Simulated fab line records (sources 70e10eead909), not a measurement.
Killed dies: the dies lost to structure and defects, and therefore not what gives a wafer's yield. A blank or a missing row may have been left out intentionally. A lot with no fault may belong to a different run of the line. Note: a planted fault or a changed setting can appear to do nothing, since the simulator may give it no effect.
The tool behind it: which one? | flow nand-harc | 39 wafers from 13 lots sampled at 5 of the route's 1159 steps

WHAT EACH GAUGE READ, for each wafer
NHARC_END_SORT_01. Usual: killed-at-array 27, standard deviation 8.8; killed-at-other 0.4, standard deviation 0.82; killed-at-periphery 3.1, standard deviation 2.1; killed-dies 31, standard deviation 8.8; killed-open 3.3, standard deviation 2; killed-short 2.0, standard deviation 1.4.
lot  | measured     | on        | killed-at-array | killed-at-other | killed-at-periphery | killed-dies | killed-open | killed-short | flag
L704 | day 20 12:37 | prober-02 | 20 18 18        | 0 0 0           | 4 5 5               | 24 23 23    | 5 4 5       | 2 3 2        |
L708 | day 21 10:14 | prober-01 | 29 29 25        | 0 0 0           | 1 1 0               | 30 30 25    | 7 1 2       | 2 1 2        |
L707 | day 21 03:21 | prober-02 | 37 26 22        | 0 0 0           | 4 1 3               | 41 27 25    | 5 2 1       | 5 2 3        |
L713 | day 22 02:11 | prober-02 | 23              | 2               | 2                   | 27          | 7           | 1            |
L716 | day 22 13:04 | prober-01 | 33 30 26        | 1 0 0           | 6 4 7               | 40 34 33    | 5 3 3       | 4 1 2        |

WHICH TOOL RAN EACH LOT (tool, then ch and the chambers of the sampled wafers, then the start)
lot  | NHARC_A_STAIRCASE_DEP_259       | NHARC_A_STAIRCASE_HM_DEP_462  | NHARC_A_STAIRCASE_DEP_301       | NHARC_A_STAIRCASE_HM_OPEN_463
L702 | pecvd-04 ch 0,1,2, day 11 11:37 | acl-dep-02 ch 0, day 11 16:37 | pecvd-04 ch 0,1,2, day 11 17:38 | rie-diel-04 ch 0,2,3, no start
L701 | pecvd-04 ch 0,2, day 11 23:20   | acl-dep-02 ch 0, day 12 04:29 | pecvd-03 ch 0,1,2, day 12 06:20 | rie-diel-04 ch 0,1,2, no start
L703 | pecvd-01 ch 0,1, day 12 08:12   | acl-dep-01 ch 0, day 12 11:49 | pecvd-01 ch 1,2, day 12 13:44   | rie-diel-04 ch 0,1,3, no start
L704 | pecvd-04 ch 0,1,2, day 12 08:26 | acl-dep-03 ch 0, day 12 12:25 | pecvd-01 ch 1,2, day 12 13:59   | rie-diel-11 ch 0,1, day 20 12:37 or earlier
L705 | pecvd-04 ch 0,1,2, day 12 19:49 | acl-dep-02 ch 0, day 12 23:53 | pecvd-03 ch 0,1,2, day 13 00:55 | rie-diel-11 ch 0,1,3, no start
L706 | pecvd-01 ch 0,1,2, day 12 20:04 | acl-dep-01 ch 0, day 13 00:33 | pecvd-04 ch 0,1,2, day 13 01:35 | rie-diel-09 ch 0,1,2, no start
L708 | pecvd-03 ch 0,1,2, day 13 02:39 | acl-dep-03 ch 0, day 13 07:28 | pecvd-04 ch 0,1,2, day 13 09:19 | rie-diel-09 ch 1,2,3, day 21 10:14 or earlier
L707 | pecvd-04 ch 0,1,2, day 13 04:01 | acl-dep-02 ch 0, day 13 10:44 | pecvd-01 ch 1,2, day 13 12:36   | rie-diel-04 ch 0,2,3, day 21 03:21 or earlier
L709 | pecvd-03 ch 0,1,2, day 13 22:30 | acl-dep-01 ch 0, day 14 02:37 | pecvd-01 ch 0,1,2, day 14 04:33 | rie-diel-09 ch 0,1,3, no start
L713 | pecvd-03 ch 0,1,2, day 14 09:29 | acl-dep-03 ch 0, day 14 12:43 | pecvd-04 ch 0,2, day 14 14:37   | rie-diel-09 ch 1,2,3, day 22 02:11 or earlier
L716 | pecvd-04 ch 0,2, day 15 10:31   | acl-dep-02 ch 0, day 15 13:48 | pecvd-04 ch 0,1, day 15 15:43   | rie-diel-11 ch 0,2, day 22 13:04 or earlier
L722 | pecvd-01 ch 0,2, day 16 19:15   | acl-dep-01 ch 0, day 16 22:49 | pecvd-03 ch 0,1,2, day 17 00:26 | rie-diel-09 ch 0,1,3, no start
L723 | pecvd-01 ch 0,1,2, day 16 21:50 | acl-dep-01 ch 0, day 17 02:20 | pecvd-03 ch 0,1,2, day 17 04:12 | rie-diel-04 ch 0,1,2, no start
- NHARC_A_STAIRCASE_DEP_259: deposits SiON, target thk 30 nm.
- NHARC_A_STAIRCASE_HM_DEP_462: deposits aC, target thk 800 nm.
- NHARC_A_STAIRCASE_DEP_301: deposits SiON, target thk 30 nm.
- NHARC_A_STAIRCASE_HM_OPEN_463: chemistry O2/COS.

WHAT THE TOOLS THEMSELVES READ (means of the sampled wafers that have a number; where no wafer has one, the mark that the record gives instead)
NHARC_A_STAIRCASE_DEP_259. Usual: heater-power-w 733 W, standard deviation 75; rf-fwd-power-W 348.7 W, standard deviation 1.2.
lot  | tool     | heater-power-w (W) | rf-fwd-power-W (W) | flag
L702 | pecvd-04 | 692                | 349.2              |
L701 | pecvd-04 | 724                | 349.2              |
L703 | pecvd-01 | 844                | 349.0              |
L704 | pecvd-04 | 760                | 348.6              |
L705 | pecvd-04 | 724                | 348.1              |
L706 | pecvd-01 | 796                | 349.7              |
L708 | pecvd-03 | 717                | 348.8              |
L707 | pecvd-04 | 712                | 347.5              |
L709 | pecvd-03 | 688                | 347.3              |
L713 | pecvd-03 | 679                | 348.6              |
L716 | pecvd-04 | 739                | 349.3              |
L722 | pecvd-01 | 795                | 348.3              |
L723 | pecvd-01 | 827                | 349.2              |

NHARC_A_STAIRCASE_HM_DEP_462. Usual: throttle-valve-pct at 34.999 %, with a standard deviation of 0.0091.
lot  | tool       | throttle-valve-pct (%) | flag
L702 | acl-dep-02 | 35.000                 |
L701 | acl-dep-02 | 35.002                 |
L703 | acl-dep-01 | 34.999                 |
L704 | acl-dep-03 | 34.994                 |
L705 | acl-dep-02 | 35.003                 |
L706 | acl-dep-01 | 34.991                 |
L708 | acl-dep-03 | 35.000                 |
L707 | acl-dep-02 | 35.005                 |
L709 | acl-dep-01 | 34.997                 |
L713 | acl-dep-03 | 35.002                 |
L716 | acl-dep-02 | 34.994                 |
L722 | acl-dep-01 | 35.000                 |
L723 | acl-dep-01 | 34.995                 |

NHARC_A_STAIRCASE_DEP_301. Usual: heater-power-w 738 W, standard deviation 70; rf-fwd-power-W 348.4 W, standard deviation 1.2.
lot  | tool     | heater-power-w (W) | rf-fwd-power-W (W) | flag
L702 | pecvd-04 | 724                | 347.9              |
L701 | pecvd-03 | 722                | 348.5              |
L703 | pecvd-01 | 795                | 348.5              |
L704 | pecvd-01 | 839                | 348.5              |
L705 | pecvd-03 | 670                | 347.3              |
L706 | pecvd-04 | 740                | 348.7              |
L708 | pecvd-04 | 699                | 347.6              |
L707 | pecvd-01 | 755                | 349.1              |
L709 | pecvd-01 | 804                | 349.7              |
L713 | pecvd-04 | 720                | 348.5              |
L716 | pecvd-04 | 738                | 394.9              | OFF
L722 | pecvd-03 | 675                | 348.0              |
L723 | pecvd-03 | 711                | 348.1              |

NHARC_A_STAIRCASE_HM_OPEN_463. Usual: chamber-pressure-mTorr 20.002 mTorr, standard deviation 0.019; drypump-motor-current-A 5.7 A, standard deviation 0.45; oes-product-au 1.003 a.u., standard deviation 0.011; rf-vpp-V 468.3 V, standard deviation 2.1; showerhead-plenum-p-Torr 3.17 Torr, standard deviation 0.095; throttle-valve-pct 28.330 %, standard deviation 0.0081.
lot  | tool        | chamber-pressure-mTorr (mTorr) | drypump-motor-current-A (A) | oes-product-au (a.u.) | rf-vpp-V (V) | showerhead-plenum-p-Torr (Torr) | throttle-valve-pct (%) | flag
L702 | rie-diel-04 | 20.019                         | 5.8                         | 1.000                 | 468.7        | 3.20                            | 28.331                 |
L701 | rie-diel-04 | 19.997                         | 5.6                         | 1.008                 | 469.7        | 3.25                            | 28.329                 |
L703 | rie-diel-04 | 19.991                         | 5.7                         | 1.007                 | 468.6        | 3.20                            | 28.334                 |
L704 | rie-diel-11 | 20.007                         | 5.6                         | 1.009                 | 465.1        | 3.02                            | 28.332                 |
L705 | rie-diel-11 | 20.019                         | 5.5                         | 0.998                 | 465.7        | 3.06                            | 28.336                 |
L706 | rie-diel-09 | 20.008                         | 5.9                         | 1.004                 | 469.7        | 3.23                            | 28.322                 |
L708 | rie-diel-09 | 19.995                         | 5.9                         | 0.996                 | 468.1        | 3.14                            | 28.332                 |
L707 | rie-diel-04 | 19.990                         | 5.8                         | 1.010                 | 468.5        | 3.19                            | 28.320                 |
L709 | rie-diel-09 | 20.008                         | 6.0                         | 0.996                 | 468.3        | 3.18                            | 28.332                 |
L713 | rie-diel-09 | 20.012                         | 5.9                         | 0.994                 | 467.9        | 3.14                            | 28.341                 |
L716 | rie-diel-11 | 19.991                         | 6.0                         | 1.002                 | 468.2        | 3.13                            | 28.330                 |
L722 | rie-diel-09 | 20.002                         | 6.0                         | 1.003                 | 468.1        | 3.17                            | 28.326                 |
L723 | rie-diel-04 | 20.017                         | 5.5                         | 1.008                 | 468.9        | 3.23                            | 28.330                 |

THE ANSWER, worked out from the rows above alone
Rule: a lot is off if the mean of its wafers that have a number lies more than 3 standard deviations from the usual mean. A lot without any number at a reading at which 4 lots or more have one is off too. Any other lot the step has rows for is counted as sound. After the gauges, taken in route order, come the tools' own readings; for these a lot's mean is taken, as printed above. The first step at which some lot is off is used, and at that step the reading that is off furthest; a lot without a number counts as furthest.
Off, at NHARC_A_STAIRCASE_DEP_301 on rf-fwd-power-W: L716.
If a tool, at that step or one of the process steps before it, ran each lot that is off and ran no sound lot following the first of them, it fits. Can't be told from this: 2 tools fit, pecvd-04 at NHARC_A_STAIRCASE_DEP_259 and NHARC_A_STAIRCASE_DEP_301, acl-dep-02 at NHARC_A_STAIRCASE_HM_DEP_462.

WHAT THE SIMULATOR HAD PUT IN
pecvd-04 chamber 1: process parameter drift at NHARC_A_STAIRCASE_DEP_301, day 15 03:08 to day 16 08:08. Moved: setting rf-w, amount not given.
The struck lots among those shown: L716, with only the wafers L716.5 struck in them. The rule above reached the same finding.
